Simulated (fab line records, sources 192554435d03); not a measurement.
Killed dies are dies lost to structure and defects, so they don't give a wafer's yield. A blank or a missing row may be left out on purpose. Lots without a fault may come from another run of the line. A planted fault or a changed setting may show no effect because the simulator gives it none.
Split-lot experiment | flow n5_finfet | 7 lots, 21 wafers read, on a route of 1938 steps

THE SPLIT
At N5_BEOL_M3_COAT_22 (resist thk 30 nm), the setting spin_rpm was moved away from the recipe's 1500 rpm on 5 of the 21 wafers read, by -10.3% to +11.2%. The other wafers ran this setting at the recipe's value.

The reading is taken at the split's own step.

THE READING
CAR-EUV_of_BEOL_M3_COAT_22.thk_nm (the simulator's own value, which no gauge read), in nm, at N5_BEOL_M3_COAT_22 (resist thk 30 nm). The file gives no usual value for it. The 16 wafers here that ran the recipe average 30.1 nm, standard deviation 0.11 nm.

wafer  | tool, chamber at the split | spin_rpm as run, rpm | against the recipe | CAR-EUV_of_BEOL_M3_COAT_22.thk_nm, nm | against lot-mates on the recipe
L078.3 | litho_track-02, 0          | 1668                 | +11.2%             | 28.4                                  | -1.6
L078.4 | litho_track-02, 0          | 1668                 | +11.2%             | 28.4                                  | -1.6
L078.5 | litho_track-02, 0          | 1500                 | recipe             | 30                                    | -
L081.2 | litho_track-01, 0          | 1500                 | recipe             | 30.2                                  | -
L081.3 | litho_track-01, 0          | 1500                 | recipe             | 30.2                                  | -
L081.4 | litho_track-01, 0          | 1345                 | -10.3%             | 31.8                                  | +1.6
L083.2 | litho_track-02, 0          | 1627                 | +8.5%              | 28.8                                  | -1.2
L083.3 | litho_track-02, 0          | 1500                 | recipe             | 30                                    | -
L083.5 | litho_track-02, 0          | 1500                 | recipe             | 30                                    | -
L087.3 | litho_track-03, 0          | 1500                 | recipe             | 30                                    | -
L087.5 | litho_track-03, 0          | 1500                 | recipe             | 30                                    | -
L087.4 | litho_track-03, 0          | 1500                 | recipe             | 29.8                                  | -
L092.1 | litho_track-03, 0          | 1500                 | recipe             | 30                                    | -
L092.4 | litho_track-03, 0          | 1500                 | recipe             | 30                                    | -
L092.3 | litho_track-03, 0          | 1418                 | -5.5%              | 30.8                                  | +0.8
L096.2 | litho_track-01, 0          | 1500                 | recipe             | 30.2                                  | -
L096.5 | litho_track-01, 0          | 1500                 | recipe             | 30.2                                  | -
L096.6 | litho_track-01, 0          | 1500                 | recipe             | 30                                    | -
L097.1 | litho_track-03, 0          | 1500                 | recipe             | 30.2                                  | -
L097.2 | litho_track-03, 0          | 1500                 | recipe             | 30                                    | -
L097.6 | litho_track-03, 0          | 1500                 | recipe             | 30                                    | -

THE FIT
A straight line over all 21 wafers: CAR-EUV_of_BEOL_M3_COAT_22.thk_nm changes by -0.152 nm for each +1% of spin_rpm; r = -0.99; the points scatter about the line by 0.11 nm.
The same after taking each lot's own level away (the mean of its wafers on the recipe; 21 wafers): -0.146 nm for each +1%; r = -1.00; scatter 0.069 nm.
On that fit, the largest move of spin_rpm shifts the reading by 1.6 nm.
The lots' own levels span 29.93 to 30.20 nm, that is 2.4 times the standard deviation above.
So the lot-to-lot level changes the slope little: the two slopes agree.
Check: with one of the wafers moved furthest among these (+11.2%) left out of the fit, the line predicts -1.64 nm for it against its lot-mates. It came out at -1.6 nm against them.

OTHER SPLITS ON THESE WAFERS
These wafers also went through other splits before the reading. Each is held against what the fit with the lots' levels taken away leaves over:
other split on the same wafers   | wafers away from the commonest value | r with CAR-EUV_of_BEOL_M3_COAT_22.thk_nm (lot level and that fit taken away)
N5_BEOL_M1_EXPOSE_08 dose_mj     | 7                                    | -0.10
N5_BEOL_M1_TRENCH_ETCH_37 bias_w | 6                                    | +0.24
N5_BEOL_M2_ETCH_64 bias_w        | 3                                    | -0.26
N5_BEOL_M2_COAT_22 spin_rpm      | 7                                    | +0.02

THE FILE'S OWN FIT
CAR-EUV_of_BEOL_M3_COAT_22.thk_nm changes by -0.147 nm for each +1% of spin_rpm, r = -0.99.
